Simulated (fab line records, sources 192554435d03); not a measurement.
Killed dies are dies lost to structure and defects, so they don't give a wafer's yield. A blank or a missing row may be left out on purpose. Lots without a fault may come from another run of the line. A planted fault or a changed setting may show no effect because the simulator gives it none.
Chamber matching | flow n5_finfet | N5_FIN_SAQP_ETCH_52 on rie_diel-01: 4 sister chambers
The step etches SOC in N2/H2, target depth 100 nm, overetch 20 nm, time 150 s. 8 wafers are shown with their chamber, then 10 later ones without.

WAFERS WITH THEIR CHAMBER
wafer  | chamber | drypump_motor_current_A (A) | throttle_valve_pct (%)
L077.6 | 2       | 5.7                         | 17.99
L082.1 | 3       | 6.1                         | 17.34
L082.4 | 1       | 6.3                         | 17.82
L082.5 | 3       | 6.1                         | 17.34
L088.1 | 2       | 5.8                         | 17.65
L088.3 | 1       | 6.3                         | 17.85
L092.2 | 0       | 4.9                         | 18.15
L092.4 | 0       | 4.9                         | 18.16

WAFERS WITHOUT THEIR CHAMBER
wafer  | drypump_motor_current_A (A) | throttle_valve_pct (%)
L092.6 | 6.3                         | 17.83
L095.4 | 5.8                         | 17.66
L095.5 | 6.1                         | 17.41
L095.6 | 4.9                         | 18.17
L096.1 | 5.8                         | 17.69
L096.3 | 6.3                         | 17.87
L096.5 | 6.3                         | 17.87
L097.2 | 4.9                         | 18.18
L097.3 | 6.1                         | 17.40
L097.6 | 4.8                         | 18.17

WHICH CHAMBER EACH WENT THROUGH
wafer  | from the rows above | in truth
L092.6 | 1                   | 1
L095.4 | 2                   | 2
L095.5 | 3                   | 3
L095.6 | 0                   | 0
L096.1 | 2                   | 2
L096.3 | 1                   | 1
L096.5 | 1                   | 1
L097.2 | 0                   | 0
L097.3 | 3                   | 3
L097.6 | 0                   | 0
Placed correctly: 10 of 10. Can't be placed from these rows: 0. Placed wrongly: 0.
How it was worked out, from the rows above alone: a wafer's distance from a chamber is the root of the sum, over the readings, of the square of ((its reading less the chamber's mean) divided by the reading's scatter). The wafer belongs to the nearest chamber; if the next one is less than 2 further off, it can't be placed. A chamber's mean is the mean of its shown wafers. The scatter: the root of (the sum of the squares of (reading less its chamber's mean) over the shown wafers, divided by (wafers less chambers)).
